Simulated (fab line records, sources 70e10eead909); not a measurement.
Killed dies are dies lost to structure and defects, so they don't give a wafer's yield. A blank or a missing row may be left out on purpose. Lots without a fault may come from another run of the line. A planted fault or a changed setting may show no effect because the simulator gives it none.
A struck lot beside a sound one | flow nand_harc | 14 steps out of a route of 1302
Sound: wafers L940.1, L940.4, L940.5. Struck: wafers L953.3, L953.4, L953.5. The cause comes at the end.
At each step with rows: each side's tool, then ch and its chambers, then its first start. Under that, the readings that differ: sound wafers | struck wafers | difference of the means | sigmas: that difference in standard deviations of wafers without a fault.
alike: readings whose means differ by less than 2 such deviations, and words and numbers that are the same on both sides. not compared: withheld readings, readings that some wafer has no value for, bounds like >300 that may hide the same value, and numbers for which the record gives no deviation and whose values overlap.
The two part at a step that has a row with sigmas, a row that says differs or no value, or rows on one side only. Numbers that don't overlap but have no deviation are shown without sigmas and don't part them. A reading that every wafer of one side lacks parts them only if that side has two wafers or more.

NHARC_A_DECK1_JOINT_INSPECT_05:
  sound on defect_inspect-01, day 12 13:55; struck on defect_inspect-01, day 18 15:14
  alike: raw_defect_count
then, 1 step without rows for these wafers: NHARC_A_ONON_D2_DEP_00 (target thk 1000 nm).
NHARC_A_ONON_D2_THK_MEAS_02: measures by ellipsometry.
  sound on film_metro-01, day 12 14:29; struck on film_metro-01, day 18 15:49
  alike: thk_nm
then, 1 step without rows for these wafers: NHARC_A_ONON_D2_DEP_03 (target thk 1000 nm).
NHARC_A_ONON_D2_THK_MEAS_05: measures by ellipsometry.
  sound on film_metro-02, day 12 15:11; struck on film_metro-01, day 18 16:23
  alike: thk_nm
then, 1 step without rows for these wafers: NHARC_A_ONON_D2_DEP_06 (target thk 1000 nm).
NHARC_A_ONON_D2_THK_MEAS_08: measures by ellipsometry.
  sound on film_metro-02, day 12 15:53; struck on film_metro-02, day 18 16:57
  alike: thk_nm
then, 1 step without rows for these wafers: NHARC_A_ONON_D2_DEP_09 (target thk 1000 nm).
NHARC_A_ONON_D2_THK_MEAS_11: measures by ellipsometry.
  sound on film_metro-01, day 12 16:35; struck on film_metro-01, day 18 17:31
  alike: thk_nm
then, 1 step without rows for these wafers: NHARC_A_ONON_D2_DEP_12 (target thk 1000 nm).
NHARC_A_ONON_D2_THK_MEAS_14: measures by ellipsometry.
  sound on film_metro-02, day 12 17:09; struck on film_metro-02, day 18 18:05
  reading     | sound       | struck         | difference | sigmas
  thk_nm (nm) | 991 989 991 | 1024 1023 1023 | +33        | +3
then, 1 step without rows for these wafers: NHARC_A_ONON_D2_ANNEAL_15 (time 3600 s).
NHARC_A_ONON_D2_DEP_16: target thk 1000 nm.
  sound on pecvd_onon-04 ch 0, day 13 00:29; struck on pecvd_onon-04, day 19 01:04
  no value came back on the struck wafers for n2_flow_sccm (sccm), n2o_flow_sccm (sccm); on the sound wafers n2_flow_sccm (sccm) reads 2735 2750 2751
-- the record jumps here: 11 days lie between the struck wafers' starts before and after (it left off in module A_ONON_D2 and takes up again in module END, whose first step shown is number 1302 of the route) --
NHARC_END_SORT_01:
  the record has rows for the struck wafers here (prober-02 ch 0, day 30 11:17) and none for the sound ones

WHERE THEY PART
First at NHARC_A_ONON_D2_THK_MEAS_14; last, within this record, at NHARC_END_SORT_01.

WHY: what the simulator had put in
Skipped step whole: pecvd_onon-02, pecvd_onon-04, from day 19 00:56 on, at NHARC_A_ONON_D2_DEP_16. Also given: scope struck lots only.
